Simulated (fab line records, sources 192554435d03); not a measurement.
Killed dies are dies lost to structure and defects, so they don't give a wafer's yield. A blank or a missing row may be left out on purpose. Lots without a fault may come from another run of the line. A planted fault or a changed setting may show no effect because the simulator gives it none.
Which tool did it? | flow n5_finfet | 8 lots, 24 wafers sampled, at 6 steps of a route of 1938

WHAT THE GAUGES READ, wafer by wafer
N5_BEOL_M0_SAQP_INSPECT_16: inspects for defects (brightfield). Usual: raw_defect_count 488, standard deviation 160.
lot  | measured     | on                | raw_defect_count | flag
L651 | day 6 02:42  | defect_inspect-02 | 601 327 389      |
L652 | day 6 09:04  | defect_inspect-02 | 428 445 378      |
L657 | day 7 13:41  | defect_inspect-02 | 582 654 608      |
L661 | day 8 16:43  | defect_inspect-02 | 329 248 358      |
L662 | day 8 23:41  | defect_inspect-02 | 447 675 442      |
L663 | day 9 01:35  | defect_inspect-01 | 491 502 499      |
L671 | day 10 22:13 | defect_inspect-01 | 394 400 685      |
L672 | day 11 08:19 | defect_inspect-02 | 301 253 297      |

N5_BEOL_M0_SAQP_CD_MEAS_40: target cd 30 nm. Usual: cd_nm 30.02 nm, standard deviation 0.27.
lot  | measured     | on        | cd_nm (nm)        | flag
L651 | day 6 07:00  | cd_sem-02 | 29.87 30.39 30.29 |
L652 | day 6 12:44  | cd_sem-02 | 30.24 30.55 30.17 |
L657 | day 7 17:41  | cd_sem-02 | 26.93 27.51 27.24 | OFF
L661 | day 8 21:12  | cd_sem-02 | 27.89 27.64 28.30 | OFF
L662 | day 9 03:44  | cd_sem-02 | 30.41 29.86 29.97 |
L663 | day 9 05:39  | cd_sem-02 | 29.69 29.65 30.24 |
L671 | day 11 02:56 | cd_sem-03 | 30.00 30.06 29.85 |
L672 | day 11 12:05 | cd_sem-02 | 30.43 29.85 30.12 |

N5_BEOL_M4_RC_MEAS_101. Usual: DIBL_N 36.9 mV/V, standard deviation 1.7; DIBL_P 36.7 mV/V, standard deviation 2.1; IOFF_N 0.17 nA/um, standard deviation 0.032; IOFF_P 0.22 nA/um, standard deviation 0.036; ION_N 674 uA/um, standard deviation 12; ION_P 461 uA/um, standard deviation 7; SS_N 71.7 mV/dec, standard deviation 0.6; SS_P 73.4 mV/dec, standard deviation 0.67; VT_N 249 mV, standard deviation 3.1; VT_P -250 mV, standard deviation 3.2.
lot  | measured     | on        | DIBL_N (mV/V)  | DIBL_P (mV/V)  | IOFF_N (nA/um) | IOFF_P (nA/um) | ION_N (uA/um) | ION_P (uA/um) | SS_N (mV/dec)  | SS_P (mV/dec)  | VT_N (mV)   | VT_P (mV)      | flag
L651 | day 8 18:03  | prober-02 | 35.1 37.2 37.5 | 33.9 36.8 35.1 | 0.13 0.17 0.17 | 0.15 0.19 0.16 | 653 682 677   | 449 455 451   | 70.7 71.6 71.5 | 73.5 73.1 73.5 | 251 251 248 | -257 -255 -256 |
L652 | day 8 14:13  | prober-02 | 32.8 35.9 34.4 | 32.8 35.1 32.9 | 0.12 0.16 0.14 | 0.17 0.20 0.17 | 660 663 652   | 454 454 446   | 70.6 71.8 71.6 | 72.8 72.8 72.2 | 255 250 252 | -252 -252 -251 |
L661 | day 11 00:52 | prober-01 | 37.7 34.9 36.2 | 38.5 36.7 37.5 | 0.19 0.14 0.16 | 0.26 0.21 0.23 | 688 677 677   | 475 466 461   | 72.3 70.8 72.2 | 73.5 73.7 72.3 | 248 253 248 | -245 -249 -246 |
L662 | day 11 09:40 | prober-02 | 34.9 35.7 36.9 | 35.1 34.9 37.2 | 0.13 0.14 0.17 | 0.16 0.16 0.19 | 673 672 686   | 455 454 459   | 70.6 71.3 71.6 | 73.0 73.2 74.1 | 251 253 250 | -256 -256 -251 |
L663 | day 11 09:52 | prober-01 | 38.3 38.2 35.9 | 38.9 39.0 36.5 | 0.21 0.21 0.16 | 0.27 0.26 0.21 | 691 691 681   | 467 470 467   | 71.7 71.4 71.6 | 74.6 74.2 72.9 | 247 246 251 | -247 -248 -250 |
L671 | day 13 07:12 | prober-02 | 37.5 38.9 35.0 | 38.7 40.3 35.1 | 0.20 0.23 0.14 | 0.28 0.30 0.22 | 681 696 660   | 473 471 468   | 72.4 72.0 71.2 | 74.4 74.2 73.2 | 244 245 251 | -247 -243 -249 |
L672 | day 14 00:20 | prober-01 | 39.1 37.7 39.5 | 38.5 37.1 39.5 | 0.18 0.16 0.19 | 0.23 0.22 0.26 | 663 659 681   | 460 458 467   | 71.9 72.1 72.8 | 74.1 73.7 73.8 | 251 252 251 | -249 -248 -247 |

WHICH TOOL RAN EACH LOT (tool, then ch and the chambers of the sampled wafers, then the start)
lot  | N5_BEOL_M0_SAQP_HM_OPEN_112        | N5_BEOL_M0_SAQP_EXPOSE_37         | N5_BEOL_M0_SAQP_ETCH_73
L651 | rie_diel-01 ch 1,2,3, day 6 02:56  | euv_scanner-02 ch 0, day 6 06:53  | rie_diel-01 ch 0,2,3, day 6 07:10
L652 | rie_diel-06 ch 0,2,3, day 6 09:17  | euv_scanner-02 ch 0, day 6 12:37  | rie_diel-01 ch 0,1,3, day 6 12:54
L657 | rie_diel-06 ch 0,3, day 7 13:55    | euv_scanner-02 ch 0, day 7 17:33  | rie_diel-03 ch 0,3, day 7 18:01
L661 | rie_diel-06 ch 1,2,3, day 8 16:56  | euv_scanner-02 ch 0, day 8 21:04  | rie_diel-01 ch 0,1,3, day 8 21:23
L662 | rie_diel-06 ch 1,2, day 8 23:55    | euv_scanner-01 ch 0, day 9 03:37  | rie_diel-03 ch 1,2, day 9 04:02
L663 | rie_diel-01 ch 1,2,3, day 9 01:48  | euv_scanner-01 ch 0, day 9 05:31  | rie_diel-03 ch 1,2, day 9 05:49
L671 | rie_diel-01 ch 0,1,3, day 10 22:26 | euv_scanner-01 ch 0, day 11 02:49 | rie_diel-01 ch 0,2,3, day 11 03:07
L672 | rie_diel-06 ch 0,3, day 11 08:37   | euv_scanner-01 ch 0, day 11 11:58 | rie_diel-06 ch 0,1,2, day 11 12:16
- N5_BEOL_M0_SAQP_HM_OPEN_112: chemistry CHF3/O2, target SiO2, stops on a-Si, target depth 12 nm, time 13.5 s.
- N5_BEOL_M0_SAQP_EXPOSE_37: exposes mask M0 CUT1, target cd 30 nm.
- N5_BEOL_M0_SAQP_ETCH_73: etches SiARC in CF4, target depth 19.5 nm, time 32.5 s.

WHAT THE TOOLS THEMSELVES READ (means of the sampled wafers that have a number; where no wafer has one, the mark that the record gives instead)
N5_BEOL_M0_SAQP_HM_OPEN_112. Usual: drypump_motor_current_A 5.7 A, standard deviation 0.37; oes_product_au 0.52 a.u., standard deviation 0.051; rf_vpp_V 522 V, standard deviation 8.8; showerhead_plenum_p_Torr 2.42 Torr, standard deviation 0.088; throttle_valve_pct 18.72 %, standard deviation 0.28.
lot  | tool        | drypump_motor_current_A (A) | oes_product_au (a.u.) | rf_vpp_V (V) | showerhead_plenum_p_Torr (Torr) | throttle_valve_pct (%) | flag
L651 | rie_diel-01 | 6.0                         | 0.52                  | 528          | 2.35                            | 18.67                  |
L652 | rie_diel-06 | 5.4                         | 0.54                  | 519          | 2.43                            | 18.88                  |
L657 | rie_diel-06 | 5.6                         | 0.58                  | 517          | 2.40                            | 18.74                  |
L661 | rie_diel-06 | 5.5                         | 0.52                  | 524          | 2.46                            | 18.77                  |
L662 | rie_diel-06 | 5.4                         | 0.50                  | 520          | 2.41                            | 18.88                  |
L663 | rie_diel-01 | 6.0                         | 0.50                  | 527          | 2.34                            | 18.70                  |
L671 | rie_diel-01 | 5.8                         | 0.50                  | 526          | 2.41                            | 18.74                  |
L672 | rie_diel-06 | 5.5                         | 0.54                  | 524          | 2.47                            | 18.83                  |

N5_BEOL_M0_SAQP_EXPOSE_37. Usual: exposure_dose_mJ_cm2 44.99, standard deviation 0.23.
lot  | tool           | exposure_dose_mJ_cm2 | flag
L651 | euv_scanner-02 | 45.22                |
L652 | euv_scanner-02 | 45.18                |
L657 | euv_scanner-02 | 40.04                | OFF
L661 | euv_scanner-02 | 40.96                | OFF
L662 | euv_scanner-01 | 44.68                |
L663 | euv_scanner-01 | 44.72                |
L671 | euv_scanner-01 | 44.73                |
L672 | euv_scanner-01 | 44.70                |

N5_BEOL_M0_SAQP_ETCH_73. Usual: drypump_motor_current_A 5.7 A, standard deviation 0.37; etch_rf_on_time_s 32.4 s, standard deviation 0.59; oes_product_au 0.66 a.u., standard deviation 0.065; rf_vpp_V 184.0 V, standard deviation 1.3; showerhead_plenum_p_Torr 2.14 Torr, standard deviation 0.078; throttle_valve_pct 15.55 %, standard deviation 0.27.
lot  | tool        | drypump_motor_current_A (A) | etch_rf_on_time_s (s) | oes_product_au (a.u.) | rf_vpp_V (V) | showerhead_plenum_p_Torr (Torr) | throttle_valve_pct (%) | flag
L651 | rie_diel-01 | 5.8                         | 32.3                  | 0.67                  | 184.3        | 2.12                            | 15.58                  |
L652 | rie_diel-01 | 5.7                         | 32.8                  | 0.67                  | 184.0        | 2.15                            | 15.50                  |
L657 | rie_diel-03 | 5.4                         | 31.8                  | 0.68                  | 186.0        | 2.25                            | 15.49                  |
L661 | rie_diel-01 | 5.7                         | 32.2                  | 0.67                  | 184.0        | 2.15                            | 15.54                  |
L662 | rie_diel-03 | 5.8                         | 33.3                  | 0.66                  | 184.5        | 2.18                            | 15.24                  |
L663 | rie_diel-03 | 5.7                         | 33.6                  | 0.65                  | 185.5        | 2.18                            | 15.25                  |
L671 | rie_diel-01 | 5.8                         | 32.6                  | 0.64                  | 184.4        | 2.11                            | 15.64                  |
L672 | rie_diel-06 | 5.6                         | 32.3                  | 0.69                  | 184.9        | 2.12                            | 15.59                  |

THE ANSWER, worked out from the rows above alone
Rule: a lot is off if the mean of its wafers that have a number lies more than 3 standard deviations from the usual mean. A lot without any number at a reading at which 4 lots or more have one is off too. The other lots that the step has rows for count as sound. The gauges are gone through in route order, then the tools' own readings, and for those a lot's mean is taken as printed above. The first step at which some lot is off is used, and at that step the reading that is off furthest; a lot without a number counts as furthest.
Off: L657, L661, at N5_BEOL_M0_SAQP_CD_MEAS_40 (cd_nm).
A tool fits if, at a process step before that reading, it ran every lot that is off, and no sound lot after the first of them. The gauges at N5_BEOL_M0_SAQP_CD_MEAS_40 aren't tried: what is off there is off at N5_BEOL_M0_SAQP_EXPOSE_37 too, on other tools, and a gauge's error can't cause that. One fits: euv_scanner-02 at N5_BEOL_M0_SAQP_EXPOSE_37. Its last sound lot is L652 (day 6 12:37), its first lot that is off L657 (day 7 17:33): a fault that began between those two fits.
The tool's own readings at N5_BEOL_M0_SAQP_EXPOSE_37 bear it out: on the lots that are off they differ by more than 5 times the standard deviation of the sound lots' means. exposure_dose_mJ_cm2 reads 40.50 there against 44.87 on the sound lots.

WHAT THE SIMULATOR HAD PUT IN
Process parameter drift: euv_scanner-02, from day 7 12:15 on, at N5_BEOL_M0_SAQP_EXPOSE_37. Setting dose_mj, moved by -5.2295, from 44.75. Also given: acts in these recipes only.
Lots struck among those shown: L657, L661. The rule above found the same.
